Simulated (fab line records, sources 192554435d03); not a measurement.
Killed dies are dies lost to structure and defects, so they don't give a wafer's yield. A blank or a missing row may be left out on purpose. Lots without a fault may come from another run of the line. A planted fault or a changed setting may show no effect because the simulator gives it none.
Which tool did it? | flow n5_finfet | 6 lots, 18 wafers sampled, at 3 steps of a route of 1938

WHAT THE GAUGES READ, wafer by wafer
N5_BEOL_M6_THK_MEAS_01.
lot  | measured     | on            | M6_ILD_THK (nm)
L227 | day 8 13:05  | film_metro-02 | 157.0 157.7 157.0
L229 | day 8 21:56  | film_metro-01 | 152.5 158.9 156.3
L237 | day 11 07:33 | film_metro-02 | 156.2 152.6 156.0
L240 | day 12 05:37 | film_metro-01 | 153.1 152.0 155.9
L246 | day 13 13:39 | film_metro-02 | 154.4 154.4 156.7
L249 | day 15 00:16 | film_metro-02 | 152.3 155.1 155.8

WHICH TOOL RAN EACH LOT (tool, then ch and the chambers of the sampled wafers, then the start)
lot  | N5_BEOL_M5_PRE_CLEAN_77          | N5_BEOL_M5_DEP_56
L227 | cvd_co-02 ch 0,2, day 8 12:13    | pecvd-03 ch 0,2, day 8 12:22
L229 | cvd_co-01 ch 0,2, day 8 21:02    | pecvd-03 ch 0,2, day 8 21:14
L237 | cvd_co-01 ch 0,2, day 11 06:15   | pecvd-02 ch 0,1, day 11 06:28
L240 | cvd_co-02 ch 0,1,2, day 12 04:44 | pecvd-02 ch 0,2, day 12 04:54
L246 | cvd_co-02 ch 0,2, day 13 12:47   | pecvd-04 ch 0,2, day 13 12:57
L249 | cvd_co-02 ch 2, day 14 23:20     | pecvd-02 ch 0,2, day 14 23:32
- N5_BEOL_M5_PRE_CLEAN_77: time 15 s.
- N5_BEOL_M5_DEP_56: deposits SiCN from 3MS/NH3, target thk 8 nm, time 14 s.

THE ANSWER, worked out from the rows above alone
Rule: what is usual is taken from the lots themselves. Put in order of their means at a reading, lots are off if they are a third of the lots or fewer, leave a main group of 4 or more, and stand apart from it by a gap of 3 or more times the standard deviation of the main group's means; of several such gaps the widest counts. A main group whose means are all the same, to the digits that the tables above print for the reading, isn't used. A lot without any number at a reading at which 4 lots or more have one is off too. The other lots that the step has rows for count as sound.
No lot is off at any reading shown: from this, nothing can be told.

WHAT THE SIMULATOR HAD PUT IN
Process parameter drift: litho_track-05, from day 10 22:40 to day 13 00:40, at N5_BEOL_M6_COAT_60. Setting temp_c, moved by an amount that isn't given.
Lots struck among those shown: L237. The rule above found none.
